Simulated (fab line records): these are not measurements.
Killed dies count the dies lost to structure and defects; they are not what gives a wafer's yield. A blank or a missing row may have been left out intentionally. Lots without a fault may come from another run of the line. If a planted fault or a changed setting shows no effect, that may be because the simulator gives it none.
One fault seen from 2 desks	flow n5_finfet	what lay behind the numbers comes last; until then each desk has only its own

== FROM THE METROLOGY DESK ==
What the gauges read for every lot (on any tool): the sampled wafers with a number, averaged. If a lot's mean is further than 4 standard deviations from the usual mean, the lot is out of limits and carries the mark OUT (the distance appears in the brackets). Shown are 7 of the 11 readings it has, namely the first that went out of limits plus those furthest out on some lot.
Columns: A = M1_ILD_THK at N5_BEOL_M1_THK_MEAS_01, usual 79.2 nm; B = DIBL_N at N5_BEOL_M4_RC_MEAS_101, usual 36.0 mV/V; C = IOFF_N at N5_BEOL_M4_RC_MEAS_101, usual 0.16 nA/um; D = IOFF_P at N5_BEOL_M4_RC_MEAS_101, usual 0.21 nA/um; E = ION_N at N5_BEOL_M4_RC_MEAS_101, usual 675 uA/um; F = SS_N at N5_BEOL_M4_RC_MEAS_101, usual 71.6 mV/dec; G = VT_N at N5_BEOL_M4_RC_MEAS_101, usual 250 mV
lot	first seen here	A	B	C	D	E	F	G
L645	day 6 14:15	80.0	34.2	0.13	0.18	665	71.2	251
L650	day 7 22:07	79.5	37.6	0.22	0.27	690	72.1	244
L652	day 8 07:22	79.3	34.4	0.13	0.20	670	70.8	251
L654	day 8 21:31	78.5	40.3	0.19	0.24	695	71.3	248
L655	day 9 03:26	78.9	37.1	0.19	0.27	685	72.0	246
L656	day 9 08:47	79.7	37.5	0.21	0.27	682	71.9	247
L662	day 10 17:12	117.2 (+38) OUT	39.6	0.24	0.31	696	73.1	248
L660	day 10 19:24	116.3 (+37) OUT	35.0	0.13	0.19	669	71.7	253
L663	day 11 02:47	79.1	38.4	0.19	0.24	680	72.0	249
L666	day 11 20:01	78.9	35.0	0.14	0.19	669	71.5	252
This desk reports L660, L662 out of limits; the earliest was L662 at day 10 17:12 (M1_ILD_THK at N5_BEOL_M1_THK_MEAS_01). L645, L650, L652, L654, L655, L656, L663, L666 stayed within limits.

== TOOL OWNER'S DESK, pecvd-04 ==
The tool's own readings at N5_BEOL_M1_ILD_DEP_00 (deposits SiOC from DEMS/O2, target thk 79 nm, time 15.3 s): means of the sampled wafers that have a number, for each lot that ran on this tool. If a lot's mean is further than 4 standard deviations from the usual mean, the lot is out of limits and carries the mark OUT (the distance appears in the brackets).
Columns: A = heater_power_w at N5_BEOL_M1_ILD_DEP_00, usual 463 W; B = showerhead_plenum_p_Torr at N5_BEOL_M1_ILD_DEP_00, usual 5.694 Torr; C = throttle_valve_pct at N5_BEOL_M1_ILD_DEP_00, usual 11.7 %
lot	first seen here	A	B	C
L650	day 7 22:03	492	5.699	11.1
L654	day 8 21:28	504	5.704	11.4
L656	day 9 08:44	503	5.706	11.7
L662	day 10 17:08	515	5.706	11.6
L660	day 10 19:19	512	5.710	12.0
This desk's verdict: no lot among the 5 shows anything out of limits.

== ALL TOGETHER ==
The metrology desk could have raised an alarm at day 10 17:12, on L660, L662.
Nothing out of limits was seen by the tool owner's desk.
On record at the tool owner's desk: L660, L662, within its limits.
The lots listed all ran N5_BEOL_M1_ILD_DEP_00 on pecvd-04.

== WHAT THE SIMULATOR HAD PUT IN ==
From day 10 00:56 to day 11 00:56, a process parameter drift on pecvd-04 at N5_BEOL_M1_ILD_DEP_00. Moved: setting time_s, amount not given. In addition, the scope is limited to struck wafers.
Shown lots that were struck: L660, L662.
Per desk, hours elapsed from the start of the fault to the first reading out of limits: for the metrology desk, 16.
